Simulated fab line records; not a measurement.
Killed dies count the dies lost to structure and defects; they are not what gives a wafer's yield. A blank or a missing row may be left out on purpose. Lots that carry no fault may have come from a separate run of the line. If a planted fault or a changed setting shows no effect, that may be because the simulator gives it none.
fab line records    flow n5_finfet
record: lots: 7  wafers: 39
route steps=1938 shown ZERO_LAYER@4 PMOS_HMC_CHANNEL_EPI@64 SD_EPI_N@288 MOL_CONTACT_COAG@544 BEOL_M0@721 BEOL_M2@912 BEOL_M4@1067 BEOL_M8@1344 BEOL_M9@1401 BEOL_M11@1539 BEOL_M15@1802 PASSIVATION@1936
start_h: the number of hours between the record's first day and the start of the first shown wafer of the lot    wait_h: how many hours have passed since the lot's step before this one    " same as the row above    L1.1+2: a single row standing in for several wafers    - no value present, or no start provided    * or withheld: withheld    < > ~ a bound
route shown NAME@n: a module of which the file shows steps, and the number in the route of the first    usual: average and standard deviation across the fault-free wafers    same: alike in all rows    chamber/n: place in a boat    sites: each site's reading    _std_site: their standard deviation    _edge_site: the outer-site mean with the inner-site mean subtracted    radius_mm: how far each site lies from the wafer's centre    mask NAME#n: copy n    behind: the tool/chamber that last shaped the wafer    hold: why the lot went on hold/how many hours it stayed there/how the hold came to an end    device: names the non-switching transistor (n, p or np)    end of line: at the end of the route, the tests of the same wafers    where a step has no rows: the recipe by itself    killed: at the first sort, the dies lost to defects and structure; wafer yield is something else    map: a wafer's dies, marking killed ones x, the rest . and places with no die _
set.NAME: the setting the step ran with; set.NAME@STEP: the setting that earlier step ran with    model.NAME: the simulator's own value behind a step, which no gauge read
lots with deliberately changed settings; one table per step, one row per wafer
== steps ==
step: N5_ZERO_LAYER_PECVD_02
recipe: material: SiO2  target_thk_a: 100  temp_c: 400  precursor: SiH4/N2O  pressure_torr: 0.75  rf_w: 275  time_s: 6
step: N5_PMOS_HMC_CHANNEL_EPI_DEVELOP_08
recipe: develop_time_s: 30  developer: TMAH  resist: CAR-ArF-block  dev_temp_c: 23  rinse_liquid: diw  dry: air_spin
step: N5_SD_EPI_N_EPI_21
recipe: material: Si:P  dopant: P  temp_c: 680  pressure_torr: 255  time_s: 690
step: N5_MOL_CONTACT_COAG_ALD_20
recipe: material: TiN  target_thk_a: 15  temp_c: 400  ald_precursor_family: TiCl4  ald_co_reactant: NH3  pulse_time_s: 1  purge_time_s: 3  co_reactant_purge_time_s: 2  co_reactant_pulse_time_s: 2  ald_cycles: 68  pressure_torr: 3
step: N5_BEOL_M0_TRENCH_ETCH_107
recipe: chemistry: C4F6/O2  target_depth_a: 328  target: SiOC  time_s: 16.4  ion_energy_ev: 250  pressure_mtorr: 30  source_w: 355  bias_w: 185  Ar_flow_sccm: 300  C4F6_flow_sccm: 10  O2_flow_sccm: 10
step: N5_BEOL_M2_SPUTTER_88
recipe: material: Cu  target_thk_a: 45  temp_c: -20  chamber_pressure_pa: 0.07  power_w: withheld  time_s: 8.29
step: N5_BEOL_M4_VIA_ETCH_34
recipe: chemistry: C4F6/O2  target_depth_a: 694  mask_material: SOC  pressure_mtorr: 15  ion_energy_ev: 250  taper_deg: 4  time_s: 65.9  source_w: 350  bias_w: 170  Ar_flow_sccm: 300  C4F6_flow_sccm: 10  O2_flow_sccm: 10
step: N5_BEOL_M8_DEVELOP_10
recipe: develop_time_s: 30  developer: TMAH  resist: CAR-ArF  rinse_liquid: diw  dry: air_spin  dev_temp_c: 23
step: N5_BEOL_M9_ILD_DEP_00
recipe: material: SiCOH_lowk  target_thk_a: 3085.1  temp_c: 300  precursor: DEMS/porogen  pressure_torr: 5  rf_w: 500  time_s: 58
step: N5_BEOL_M11_PECVD_70
recipe: material: SiO2  target_thk_a: 200  temp_c: 400  precursor: TEOS/O2  pressure_torr: 5.5  rf_w: 450  teos_flow_sccm: 53.8  gas: O2  flow_sccm: 3000  time_s: 22.7
step: N5_BEOL_M15_DEVELOP_27
recipe: develop_time_s: 45  rinse_liquid: diw  dry: air_spin  dev_temp_c: 21
step: N5_BEOL_M15_ETCH_61
recipe: chemistry: N2/H2  target: BARC  target_depth_a: 890  overetch_a: 267  time_s: 67.9  ion_energy_ev: 200  pressure_mtorr: 30  source_w: 840  bias_w: 150  n2_flow_sccm: 200  h2_flow_sccm: 200
step: N5_PASSIVATION_PROBE_49
usual: sort_bin_5_function: 5.2/0.95
lot.wafer  tool       chamber  start_h  wait_h  set.time_s@ZERO_LAYER_PECVD_02  set.develop_time_s@PMOS_HMC_CHANNEL_EPI_DEVELOP_08  set.epi_growth_time_s@SD_EPI_N_EPI_21  set.co_reactant_pulse_time_s@MOL_CONTACT_COAG_ALD_20  set.target_depth_a@BEOL_M0_TRENCH_ETCH_107  set.target_thk_a@BEOL_M2_SPUTTER_88  set.target_depth_a@BEOL_M4_VIA_ETCH_34  set.develop_time_s@BEOL_M8_DEVELOP_10  set.time_s@BEOL_M9_ILD_DEP_00  set.time_s@BEOL_M11_PECVD_70  set.develop_time_s@BEOL_M15_DEVELOP_27  set.time_s@BEOL_M15_ETCH_61  sort_bin_5_function[%]
L075.1     prober-01  -        286.01   0.0     6                               22.6                                                894.6                                  2                                                     509.2                                       45                                   981.5                                   30                                     58                             12.04                         45                                      67.9                         4.3
L075.2     prober-01  -        286.06   0.1     6                               30                                                  690                                    2                                                     509.2                                       45                                   981.5                                   30                                     58                             22.7                          45                                      67.9                         5.1
L075.3     prober-01  -        286.11   0.1     3.251                           22.6                                                894.6                                  2                                                     328                                         45                                   694                                     30                                     58                             22.7                          67.81                                   67.9                         4.8
L075.4     prober-01  -        286.16   0.2     6                               22.6                                                690                                    2                                                     328                                         53.04                                981.5                                   30                                     58                             22.7                          67.81                                   67.9                         6.0
L075.5     prober-01  -        286.21   0.2     3.251                           30                                                  894.6                                  2                                                     328                                         53.04                                694                                     30                                     58                             12.04                         67.81                                   67.9                         5.4
L075.6     prober-01  -        286.26   0.3     3.251                           30                                                  690                                    2                                                     509.2                                       53.04                                694                                     30                                     58                             12.04                         45                                      67.9                         5.4
L076.1     prober-02  -        299.68   0.0     6                               30                                                  512.9                                  1.122                                                 328                                         45                                   694                                     39.55                                  89                             22.7                          45                                      86.27                        96.8
L076.2     prober-02  -        299.73   0.1     6                               30                                                  512.9                                  1.122                                                 328                                         59.79                                694                                     30                                     58                             22.7                          45                                      86.27                        4.9
L076.3     prober-02  -        299.78   0.1     6                               40.47                                               512.9                                  2                                                     328                                         45                                   694                                     39.55                                  58                             22.7                          56.45                                   67.9                         5.4
L076.4     prober-02  -        299.83   0.2     6                               40.47                                               690                                    2                                                     328                                         45                                   694                                     30                                     89                             22.7                          56.45                                   86.27                        96.8
L076.5     prober-02  -        299.88   0.2     6                               40.47                                               690                                    1.122                                                 328                                         59.79                                694                                     30                                     89                             22.7                          45                                      67.9                         95.8
L076.6     prober-02  -        299.93   0.3     6                               30                                                  690                                    2                                                     328                                         59.79                                694                                     39.55                                  58                             22.7                          56.45                                   67.9                         4.8
L083.1     prober-01  -        338.14   0.2     6                               30                                                  690                                    1.384                                                 477.5                                       45                                   893.8                                   20.73                                  44.67                          22.7                          58.41                                   67.9                         4.7
L083.2     prober-01  -        338.19   0.2     6                               30                                                  690                                    2                                                     477.5                                       45                                   694                                     20.73                                  58                             13.55                         45                                      96.99                        5.3
L083.3     prober-01  -        338.24   0.3     6                               30                                                  690                                    2                                                     328                                         58.51                                694                                     30                                     58                             22.7                          58.41                                   96.99                        5.2
L083.4     prober-01  -        338.29   0.3     6                               30                                                  690                                    1.384                                                 477.5                                       58.51                                694                                     30                                     44.67                          13.55                         45                                      96.99                        5.3
L083.5     prober-01  -        338.34   0.4     6                               30                                                  690                                    1.384                                                 328                                         58.51                                893.8                                   20.73                                  58                             22.7                          45                                      67.9                         4.1
L083.6     prober-01  -        338.39   0.4     6                               30                                                  690                                    2                                                     328                                         45                                   893.8                                   30                                     44.67                          13.55                         58.41                                   67.9                         4.5
L088.1     prober-01  -        362.73   0.0     6                               30                                                  690                                    1.309                                                 328                                         36.69                                1007                                    30                                     58                             36.02                         45                                      31.61                        97.1
L088.2     prober-01  -        362.78   0.1     6                               30                                                  690                                    2                                                     328                                         45                                   1007                                    30                                     23.37                          22.7                          55.47                                   31.61                        4.2
L088.3     prober-01  -        362.83   0.1     7.207                           30                                                  690                                    2                                                     328                                         36.69                                694                                     38.28                                  58                             36.02                         55.47                                   67.9                         3.9
L088.4     prober-01  -        362.88   0.2     6                               30                                                  690                                    2                                                     510.3                                       45                                   694                                     38.28                                  58                             22.7                          45                                      31.61                        96.2
L088.5     prober-01  -        362.93   0.2     7.207                           30                                                  690                                    1.309                                                 510.3                                       36.69                                694                                     30                                     23.37                          22.7                          55.47                                   67.9                         4.2
L088.6     prober-01  -        362.98   0.3     7.207                           30                                                  690                                    1.309                                                 510.3                                       45                                   1007                                    38.28                                  23.37                          36.02                         45                                      67.9                         4.2
L090.1     prober-01  -        378.64   0.0     6                               30                                                  690                                    2                                                     328                                         22.96                                834.5                                   16.91                                  58                             30.53                         62.02                                   67.9                         5.4
L090.2     prober-01  -        378.69   0.1     8.313                           40.05                                               690                                    2                                                     421.5                                       45                                   834.5                                   30                                     58                             22.7                          45                                      67.9                         4.7
L090.3     prober-01  -        378.74   0.1     8.313                           40.05                                               904.5                                  2                                                     328                                         45                                   694                                     30                                     58                             30.53                         62.02                                   67.9                         4.2
L090.4     prober-01  -        378.79   0.2     8.313                           30                                                  904.5                                  2                                                     328                                         45                                   834.5                                   16.91                                  58                             30.53                         45                                      67.9                         4.6
L090.5     prober-01  -        378.84   0.2     6                               40.05                                               904.5                                  2                                                     421.5                                       22.96                                694                                     30                                     58                             22.7                          45                                      67.9                         4.7
L090.6     prober-01  -        378.89   0.3     6                               30                                                  690                                    2                                                     421.5                                       22.96                                694                                     16.91                                  58                             22.7                          62.02                                   67.9                         4.7
L094.1     prober-02  -        397.93   0.6     6                               30                                                  690                                    2                                                     328                                         45                                   694                                     30                                     58                             22.7                          45                                      67.9                         5.7
L094.5     prober-02  -        398.13   0.8     6                               30                                                  690                                    2                                                     328                                         45                                   694                                     30                                     58                             22.7                          45                                      67.9                         5.6
L094.6     prober-02  -        398.18   0.8     6                               30                                                  690                                    2                                                     328                                         45                                   694                                     30                                     58                             22.7                          45                                      67.9                         6.8
L097.1     prober-01  -        411.86   0.0     6                               18.06                                               503.3                                  1.622                                                 328                                         62.67                                1073                                    30                                     58                             22.7                          55.4                                    67.9                         4.3
L097.2     prober-01  -        411.91   0.1     6                               18.06                                               690                                    1.622                                                 328                                         45                                   1073                                    30                                     74.67                          22.7                          55.4                                    67.9                         4.7
L097.3     prober-01  -        411.96   0.1     8.057                           18.06                                               690                                    2                                                     328                                         62.67                                1073                                    30                                     74.67                          22.7                          45                                      67.9                         4.3
L097.4     prober-01  -        412.01   0.2     8.057                           30                                                  503.3                                  1.622                                                 328                                         45                                   694                                     30                                     58                             22.7                          45                                      67.9                         4.7
L097.5     prober-01  -        412.06   0.2     8.057                           30                                                  503.3                                  2                                                     328                                         62.67                                694                                     30                                     74.67                          22.7                          55.4                                    67.9                         4.6
L097.6     prober-01  -        412.11   0.3     6                               30                                                  690                                    2                                                     328                                         45                                   694                                     30                                     58                             22.7                          45                                      67.9                         4.4
killed by level:class
L075.1 MOL_CONTACT_COAG:geometric_particle:open=12 BEOL_M0_SAQP:geometric_particle:open=10 BEOL_M3:geometric_particle:open=7 BEOL_M0_SAQP:geometric_particle:short=7 BEOL_M4:geometric_particle:open=7 FIN_SAQP:geometric_particle:open=6 FIN_SAQP:geometric_particle:short=5 BEOL_M3:geometric_particle:short=5
L075.2 BEOL_M0_SAQP:geometric_particle:open=13 MOL_CONTACT_COAG:geometric_particle:open=11 BEOL_M3:geometric_particle:open=11 BEOL_M0_SAQP:geometric_particle:short=10 FIN_SAQP:geometric_particle:short=7 STARTING-WAFER:geometric_particle:short=7 STI_FIN_REVEAL:geometric_particle:open=6 GATE_CUT:geometric_particle:short=4
L075.3 MOL_CONTACT_COAG:geometric_particle:open=14 BEOL_M1:geometric_particle:open=10 BEOL_M0_SAQP:geometric_particle:open=9 FIN_SAQP:geometric_particle:short=6 BEOL_M4:geometric_particle:open=6 DUMMY_GATE:geometric_particle:open=5 BEOL_M0_SAQP:geometric_particle:short=5 STARTING-WAFER:geometric_particle:open=4
L075.4 MOL_CONTACT_COAG:geometric_particle:open=13 BEOL_M0_SAQP:geometric_particle:open=11 DUMMY_GATE:geometric_particle:open=10 FIN_SAQP:geometric_particle:open=9 BEOL_M0_SAQP:geometric_particle:short=9 BEOL_M1:geometric_particle:open=9 BEOL_M4:geometric_particle:open=9 MOL_CONTACT_COAG:geometric_particle:short=5
L075.5 BEOL_M0_SAQP:geometric_particle:open=15 MOL_CONTACT_COAG:geometric_particle:open=13 BEOL_M1:geometric_particle:open=12 BEOL_M0_SAQP:geometric_particle:short=6 STI_FIN_REVEAL:geometric_particle:open=5 BEOL_M3:geometric_particle:open=5 MOL_CONTACT_COAG:geometric_particle:short=4 FIN_SAQP:geometric_particle:open=3
L075.6 BEOL_M1:geometric_particle:open=15 BEOL_M4:geometric_particle:open=10 MOL_CONTACT_COAG:geometric_particle:open=9 BEOL_M0_SAQP:geometric_particle:open=7 STI_FIN_REVEAL:geometric_particle:open=5 BEOL_M8:geometric_particle:open=5 FIN_SAQP:geometric_particle:short=4 BEOL_M3:geometric_particle:open=4
L076.1 BEOL_M9:area_etch=1072 MOL_CONTACT_COAG:geometric_particle:open=14 FIN_SAQP:geometric_particle:open=10 STI_FIN_REVEAL:geometric_particle:open=8 BEOL_M2:geometric_particle:open=8 BEOL_M1:geometric_particle:open=6 BEOL_M3:geometric_particle:open=6 DUMMY_GATE:geometric_particle:open=5
L076.2 BEOL_M2:geometric_particle:open=13 MOL_CONTACT_COAG:geometric_particle:open=11 BEOL_M1:geometric_particle:open=8 BEOL_M3:geometric_particle:open=8 FIN_SAQP:geometric_particle:short=6 BEOL_M0_SAQP:geometric_particle:short=5 FIN_SAQP:geometric_particle:open=4 BEOL_M0:geometric_particle:open=4
L076.3 MOL_CONTACT_COAG:geometric_particle:open=14 FIN_SAQP:geometric_particle:open=13 BEOL_M3:geometric_particle:open=8 BEOL_M1:geometric_particle:open=7 BEOL_M0_SAQP:geometric_particle:short=6 BEOL_M0_SAQP:geometric_particle:open=6 FIN_SAQP:geometric_particle:short=5 STARTING-WAFER:geometric_particle:short=5
L076.4 BEOL_M9:area_etch=1094 MOL_CONTACT_COAG:geometric_particle:open=14 STI_FIN_REVEAL:geometric_particle:open=9 BEOL_M2:geometric_particle:open=9 BEOL_M3:geometric_particle:open=6 BEOL_M4:geometric_particle:open=5 MOL_CONTACT_COAG:geometric_particle:short=4 BEOL_M1:geometric_particle:open=4
L076.5 BEOL_M9:area_etch=1045 BEOL_M0_SAQP:geometric_particle:short=15 FIN_SAQP:geometric_particle:open=12 STI_FIN_REVEAL:geometric_particle:open=11 BEOL_M0_SAQP:geometric_particle:open=10 BEOL_M3:geometric_particle:open=10 FIN_SAQP:geometric_particle:short=9 BEOL_M2:geometric_particle:open=7
L076.6 FIN_SAQP:geometric_particle:open=21 BEOL_M4:geometric_particle:open=14 MOL_CONTACT_COAG:geometric_particle:open=9 FIN_SAQP:geometric_particle:short=7 STI_FIN_REVEAL:geometric_particle:open=6 BEOL_M0_SAQP:geometric_particle:short=6 BEOL_M1:geometric_particle:short=4 BEOL_M2:geometric_particle:open=4
L083.1 STI_FIN_REVEAL:geometric_particle:open=10 MOL_CONTACT_COAG:geometric_particle:open=10 BEOL_M1:geometric_particle:open=9 GATE_CUT:geometric_particle:open=8 GATE_CUT:geometric_particle:short=7 BEOL_M2:geometric_particle:open=7 BEOL_M0_SAQP:geometric_particle:short=6 BEOL_M7:geometric_particle:open=4
L083.2 FIN_SAQP:geometric_particle:short=13 BEOL_M2:geometric_particle:open=8 FIN_SAQP:geometric_particle:open=7 MOL_CONTACT_COAG:geometric_particle:open=7 BEOL_M0_SAQP:geometric_particle:short=7 STI_FIN_REVEAL:geometric_particle:open=6 STARTING-WAFER:geometric_particle:short=5 BEOL_M1:geometric_particle:open=4
L083.3 STI_FIN_REVEAL:geometric_particle:open=16 BEOL_M0_SAQP:geometric_particle:open=13 BEOL_M2:geometric_particle:open=12 BEOL_M0_SAQP:geometric_particle:short=9 BEOL_M1:geometric_particle:open=8 FIN_SAQP:geometric_particle:open=7 MOL_CONTACT_COAG:geometric_particle:open=6 BEOL_M3:geometric_particle:open=6
L083.4 BEOL_M2:geometric_particle:open=14 MOL_CONTACT_COAG:geometric_particle:open=13 STI_FIN_REVEAL:geometric_particle:open=10 GATE_CUT:geometric_particle:open=6 BEOL_M1:geometric_particle:open=6 BEOL_M0_SAQP:geometric_particle:open=6 GATE_CUT:geometric_particle:short=5 BEOL_M0_SAQP:geometric_particle:short=5
L083.5 STI_FIN_REVEAL:geometric_particle:open=10 FIN_SAQP:geometric_particle:open=9 FIN_SAQP:geometric_particle:short=9 BEOL_M2:geometric_particle:open=8 STI_FIN_REVEAL:geometric_particle:short=5 BEOL_M0:geometric_particle:open=5 MOL_CONTACT_COAG:geometric_particle:open=5 BEOL_M1:geometric_particle:open=5
L083.6 STI_FIN_REVEAL:geometric_particle:open=13 FIN_SAQP:geometric_particle:open=10 BEOL_M3:geometric_particle:open=8 BEOL_M1:geometric_particle:open=7 FIN_SAQP:geometric_particle:short=6 DUMMY_GATE:geometric_particle:open=5 MOL_CONTACT_COAG:geometric_particle:open=5 BEOL_M2:geometric_particle:open=5
L088.1 BEOL_M15:area_etch=1093 STI_FIN_REVEAL:geometric_particle:open=13 FIN_SAQP:geometric_particle:short=6 BEOL_M0_SAQP:geometric_particle:short=6 BEOL_M2:geometric_particle:open=6 BEOL_M0:geometric_particle:open=5 GATE_CUT:geometric_particle:short=4 BEOL_M0_SAQP:geometric_particle:open=4
L088.2 BEOL_M9:area_dep=1092 FIN_SAQP:geometric_particle:open=7 BEOL_M0_SAQP:geometric_particle:open=7 MOL_CONTACT_COAG:geometric_particle:open=5 PASS1_CAP:geometric_particle:open=5 ILD0:geometric_particle:short=4 ILD0:geometric_particle:open=4 GATE_CUT:geometric_particle:short=4
L088.3 MOL_CONTACT_COAG:geometric_particle:open=7 BEOL_M3:geometric_particle:open=6 STI_FIN_REVEAL:geometric_particle:open=5 BEOL_M1:geometric_particle:open=5 MOL_CONTACT_COAG:geometric_particle:short=4 BEOL_M0_SAQP:geometric_particle:open=4 BEOL_M0:geometric_particle:open=4 FIN_SAQP:geometric_particle:open=3
L088.4 BEOL_M15:area_etch=1091 STI_FIN_REVEAL:geometric_particle:open=10 MOL_CONTACT_COAG:geometric_particle:open=10 BEOL_M0:geometric_particle:open=7 BEOL_M3:geometric_particle:open=7 GATE_CUT:geometric_particle:short=5 DUMMY_GATE:geometric_particle:open=4 BEOL_M2:geometric_particle:open=4
L088.5 BEOL_M9:area_dep=1090 BEOL_M0_SAQP:geometric_particle:short=9 STI_FIN_REVEAL:geometric_particle:open=8 GATE_CUT:geometric_particle:short=7 FIN_SAQP:geometric_particle:open=6 FIN_SAQP:geometric_particle:short=5 DUMMY_GATE:geometric_particle:open=5 BEOL_M0_SAQP:geometric_particle:open=5
L088.6 BEOL_M9:area_dep=1100 STI_FIN_REVEAL:geometric_particle:open=14 BEOL_M3:geometric_particle:open=6 DUMMY_GATE:geometric_particle:open=5 FIN_SAQP:geometric_particle:short=4 MOL_CONTACT_COAG:geometric_particle:open=4 BEOL_M0_SAQP:geometric_particle:short=4 STARTING-WAFER:geometric_particle:short=4
L090.1 FIN_SAQP:geometric_particle:open=20 BEOL_M3:geometric_particle:open=13 MOL_CONTACT_COAG:geometric_particle:open=13 BEOL_M4:geometric_particle:open=9 BEOL_M0_SAQP:geometric_particle:open=8 BEOL_M2:geometric_particle:open=6 FIN_SAQP:geometric_particle:short=5 ILD0:geometric_particle:short=5
L090.2 MOL_CONTACT_COAG:geometric_particle:open=17 FIN_SAQP:geometric_particle:open=9 BEOL_M2:geometric_particle:open=8 GATE_CUT:geometric_particle:short=7 BEOL_M4:geometric_particle:open=6 GATE_CUT:geometric_particle:open=4 MOL_CONTACT_COAG:geometric_particle:short=3 BEOL_M0_SAQP:geometric_particle:short=3
L090.3 MOL_CONTACT_COAG:geometric_particle:open=23 BEOL_M2:geometric_particle:open=9 MOL_CONTACT_COAG:geometric_particle:short=7 BEOL_M1:geometric_particle:open=7 BEOL_M3:geometric_particle:open=7 BEOL_M0_SAQP:geometric_particle:open=6 STI_FIN_REVEAL:geometric_particle:open=5 BEOL_M0_SAQP:geometric_particle:short=5
L090.4 FIN_SAQP:geometric_particle:open=15 MOL_CONTACT_COAG:geometric_particle:open=14 FIN_SAQP:geometric_particle:short=9 BEOL_M0_SAQP:geometric_particle:short=7 BEOL_M3:geometric_particle:open=7 BEOL_M4:geometric_particle:open=7 ILD0:geometric_particle:open=6 BEOL_M0_SAQP:geometric_particle:open=5
L090.5 MOL_CONTACT_COAG:geometric_particle:open=15 FIN_SAQP:geometric_particle:short=13 FIN_SAQP:geometric_particle:open=9 BEOL_M2:geometric_particle:open=6 BEOL_M0_SAQP:geometric_particle:short=5 BEOL_M0_SAQP:geometric_particle:open=4 BEOL_M3:geometric_particle:open=4 STARTING-WAFER:geometric_particle:open=4
L090.6 MOL_CONTACT_COAG:geometric_particle:open=15 FIN_SAQP:geometric_particle:open=10 BEOL_M3:geometric_particle:open=9 BEOL_M2:geometric_particle:open=8 FIN_SAQP:geometric_particle:short=6 GATE_CUT:geometric_particle:short=6 MOL_CONTACT_COAG:geometric_particle:short=5 BEOL_M0_SAQP:geometric_particle:short=5
L094.1 MOL_CONTACT_COAG:geometric_particle:open=22 STI_FIN_REVEAL:geometric_particle:open=15 BEOL_M0_SAQP:geometric_particle:open=14 FIN_SAQP:geometric_particle:open=7 MOL_CONTACT_COAG:geometric_particle:short=7 BEOL_M0_SAQP:geometric_particle:short=7 FIN_SAQP:geometric_particle:short=5 GATE_CUT:geometric_particle:short=4
L094.5 STI_FIN_REVEAL:geometric_particle:open=13 MOL_CONTACT_COAG:geometric_particle:open=12 BEOL_M0_SAQP:geometric_particle:short=9 FIN_SAQP:geometric_particle:short=7 BEOL_M0_SAQP:geometric_particle:open=7 BEOL_M4:geometric_particle:open=6 BEOL_M2:geometric_particle:open=5 FIN_SAQP:geometric_particle:open=4
L094.6 STI_FIN_REVEAL:geometric_particle:open=21 FIN_SAQP:geometric_particle:short=17 MOL_CONTACT_COAG:geometric_particle:open=16 FIN_SAQP:geometric_particle:open=13 BEOL_M0_SAQP:geometric_particle:short=10 BEOL_M1:geometric_particle:open=10 BEOL_M3:geometric_particle:open=9 BEOL_M0_SAQP:geometric_particle:open=8
L097.1 STI_FIN_REVEAL:geometric_particle:open=15 MOL_CONTACT_COAG:geometric_particle:open=13 BEOL_M4:geometric_particle:open=6 GATE_CUT:geometric_particle:short=5 BEOL_M2:geometric_particle:open=5 MOL_CONTACT_COAG:geometric_particle:short=4 BEOL_M2:geometric_particle:short=4 BEOL_M3:geometric_particle:open=4
L097.2 FIN_SAQP:geometric_particle:short=17 BEOL_M2:geometric_particle:open=13 FIN_SAQP:geometric_particle:open=11 MOL_CONTACT_COAG:geometric_particle:open=10 BEOL_M0_SAQP:geometric_particle:open=6 BEOL_M4:geometric_particle:open=5 MOL_CONTACT_COAG:geometric_particle:short=4 BEOL_M0_SAQP:geometric_particle:short=4
L097.3 MOL_CONTACT_COAG:geometric_particle:open=19 STI_FIN_REVEAL:geometric_particle:open=7 BEOL_M0_SAQP:geometric_particle:short=7 BEOL_M2:geometric_particle:open=6 FIN_SAQP:geometric_particle:short=4 BEOL_M0_SAQP:geometric_particle:open=4 BEOL_M7:geometric_particle:open=4 STARTING-WAFER:geometric_particle:open=4
L097.4 MOL_CONTACT_COAG:geometric_particle:open=15 BEOL_M2:geometric_particle:open=11 STI_FIN_REVEAL:geometric_particle:open=7 BEOL_M4:geometric_particle:open=7 FIN_SAQP:geometric_particle:short=6 FIN_SAQP:geometric_particle:open=6 GATE_CUT:geometric_particle:short=5 BEOL_M0_SAQP:geometric_particle:short=5
L097.5 BEOL_M2:geometric_particle:open=15 MOL_CONTACT_COAG:geometric_particle:open=11 FIN_SAQP:geometric_particle:open=8 BEOL_M4:geometric_particle:open=6 BEOL_M0_SAQP:geometric_particle:short=4 BEOL_M9:area_etch=4 STI_FIN_REVEAL:geometric_particle:short=3 STI_FIN_REVEAL:geometric_particle:open=3
L097.6 MOL_CONTACT_COAG:geometric_particle:open=19 STI_FIN_REVEAL:geometric_particle:open=8 FIN_SAQP:geometric_particle:short=6 BEOL_M2:geometric_particle:open=5 MOL_CONTACT_COAG:geometric_particle:short=4 BEOL_M0_SAQP:geometric_particle:short=4 BEOL_M7:geometric_particle:open=4 FIN_SAQP:geometric_particle:open=3
== key ==
split: step: N5_ZERO_LAYER_PECVD_02  setting: time_s  stated_as: 6
response none clear
split: step: N5_PMOS_HMC_CHANNEL_EPI_DEVELOP_08  setting: develop_time_s  stated_as: 30
response none clear
split: step: N5_SD_EPI_N_EPI_21  setting: epi_growth_time_s  stated_as: 690
response none clear
split: step: N5_MOL_CONTACT_COAG_ALD_20  setting: co_reactant_pulse_time_s  stated_as: 2
response none clear
split: step: N5_BEOL_M0_TRENCH_ETCH_107  setting: target_depth_a  stated_as: 328
response none clear
split: step: N5_BEOL_M2_SPUTTER_88  setting: target_thk_a  stated_as: 45
response none clear
split: step: N5_BEOL_M4_VIA_ETCH_34  setting: target_depth_a  stated_as: 694
response none clear
split: step: N5_BEOL_M8_DEVELOP_10  setting: develop_time_s  stated_as: 30
response none clear
split: step: N5_BEOL_M9_ILD_DEP_00  setting: time_s  stated_as: 58
response: step: N5_PASSIVATION_PROBE_49  reading: sort_bin_5_function  slope: +1.17  per: 1%  together_with: all  explained: 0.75
split: step: N5_BEOL_M11_PECVD_70  setting: time_s  stated_as: 22.7
response none clear
split: step: N5_BEOL_M15_DEVELOP_27  setting: develop_time_s  stated_as: 45
response none clear
split: step: N5_BEOL_M15_ETCH_61  setting: time_s  stated_as: 67.9
response none clear
